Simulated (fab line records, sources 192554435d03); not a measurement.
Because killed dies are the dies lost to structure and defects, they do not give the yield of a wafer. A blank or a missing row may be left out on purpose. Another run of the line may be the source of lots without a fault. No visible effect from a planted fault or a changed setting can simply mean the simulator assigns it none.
Matching of chambers    flow n5 finfet    N5_FIN_SAQP_MANDREL2_REMOVE_60 on rie si-03: 4 sister chambers
The step chemistry HBr/Cl2/O2, target a-Si, stops on SiNx, bt time 10 s. 14 wafers are shown with their chamber, then 7 later ones without.

== EACH WAFER AND ITS CHAMBER ==
wafer   chamber  drypump motor current A (A)  throttle valve pct (%)  oes product au (a.u.)
L075.2  0        5.9                          36.97                   1.000
L075.4  3        6.2                          36.69                   1.025
L075.5  2        5.7                          36.82                   1.016
L076.4  1        6.7                          37.22                   1.013
L076.5  2        5.7                          36.83                   1.012
L076.6  1        6.7                          37.20                   1.020
L081.1  1        6.8                          37.22                   1.018
L081.2  2        5.7                          36.82                   1.003
L081.4  0        5.9                          36.98                   1.005
L082.1  3        6.2                          36.70                   1.034
L082.3  2        5.7                          36.80                   1.022
L082.6  0        5.9                          36.99                   0.996
L087.2  3        6.2                          36.70                   1.016
L087.4  2        5.7                          36.82                   1.019

SIGNATURES (means of the wafers above)
reading                  chamber 0  chamber 1  chamber 2  chamber 3  scatter within a chamber
drypump motor current A  5.900      6.733      5.700      6.200      0.0258
throttle valve pct       36.9800    37.2133    36.8180    36.6967    0.0101
oes product au           1.00033    1.01700    1.01440    1.02500    0.00668
Rule: a wafer lies at a distance from a chamber equal to the root of the sum of squares, over the readings, of (its reading less the chamber's mean, divided by the reading's scatter). The wafer belongs to the nearest chamber; if the next one is less than 2 further off, it can't be placed. The scatter: the root of (the sum of the squares of (reading less its chamber's mean) over the shown wafers, divided by (wafers less chambers)).

== WAFERS MISSING THEIR CHAMBER ==
wafer   drypump motor current A (A)  throttle valve pct (%)  oes product au (a.u.)
L087.6  5.9                          36.98                   1.008
L091.1  6.2                          36.70                   1.004
L091.2  6.7                          37.22                   1.014
L091.3  5.7                          36.83                   1.013
L095.4  6.7                          37.21                   1.007
L095.5  6.7                          37.23                   1.024
L095.6  5.9                          36.98                   0.985

== CHAMBER TAKEN BY EACH ==
wafer   from the rows above  in truth
L087.6  0                    0
L091.1  3                    3
L091.2  1                    1
L091.3  2                    2
L095.4  1                    1
L095.5  1                    1
L095.6  0                    0
7 of 7 placed correctly. From these rows, 0 cannot be placed. Placed wrongly: 0.
